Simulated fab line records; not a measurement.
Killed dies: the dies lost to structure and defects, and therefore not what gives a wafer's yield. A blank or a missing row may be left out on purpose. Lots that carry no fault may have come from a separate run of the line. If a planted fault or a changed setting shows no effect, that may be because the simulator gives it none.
Chamber matching | flow n5-finfet | N5_BEOL_M6_DEP_56 on pecvd-02 has 3 sister chambers
The step deposits SiCN from 3MS/NH3, target thk 10 nm, time 17.5 s. 3 wafers are shown with their chamber, then 12 later ones without.

== WAFERS WITH THEIR CHAMBER ==
wafer  | chamber | showerhead-plenum-p-Torr (Torr)
L082.4 | 0       | 3.663
L081.5 | 1       | 3.686
L081.6 | 2       | 3.648

== WAFERS WITH NO CHAMBER GIVEN ==
wafer  | showerhead-plenum-p-Torr (Torr)
L089.1 | 3.661
L089.2 | 3.687
L089.3 | 3.655
L089.4 | 3.650
L089.5 | 3.667
L089.6 | 3.689
L091.3 | 3.654
L091.5 | 3.634
L091.6 | 3.689
L093.2 | 3.642
L093.3 | 3.672
L093.5 | 3.641

== WHICH CHAMBER EACH ONE RAN IN ==
wafer  | from the rows above     | in truth
L089.1 | can't be placed: 0 or 2 | 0
L089.2 | 1                       | 1
L089.3 | can't be placed: 2 or 0 | 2
L089.4 | can't be placed: 2 or 0 | 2
L089.5 | 0                       | 0
L089.6 | 1                       | 1
L091.3 | can't be placed: 2 or 0 | 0
L091.5 | 2                       | 2
L091.6 | 1                       | 1
L093.2 | 2                       | 2
L093.3 | can't be placed: 0 or 1 | 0
L093.5 | 2                       | 2
7 of 12 placed correctly. These rows do not allow placing 5 (true chamber among the candidates in 5). Number placed wrongly: 0.
How it was worked out, from the rows above alone: a wafer's distance from a chamber is the root of the sum, over the readings, of the square of ((its reading less the chamber's mean) divided by the reading's scatter). The wafer belongs to the nearest chamber; if the next one is less than 2 further off, it can't be placed. For every chamber, the mean is computed from those of its wafers that are shown. The scatter: with one shown wafer a chamber, the root of the mean of the squares of how far each hidden wafer lies from its nearest shown one.
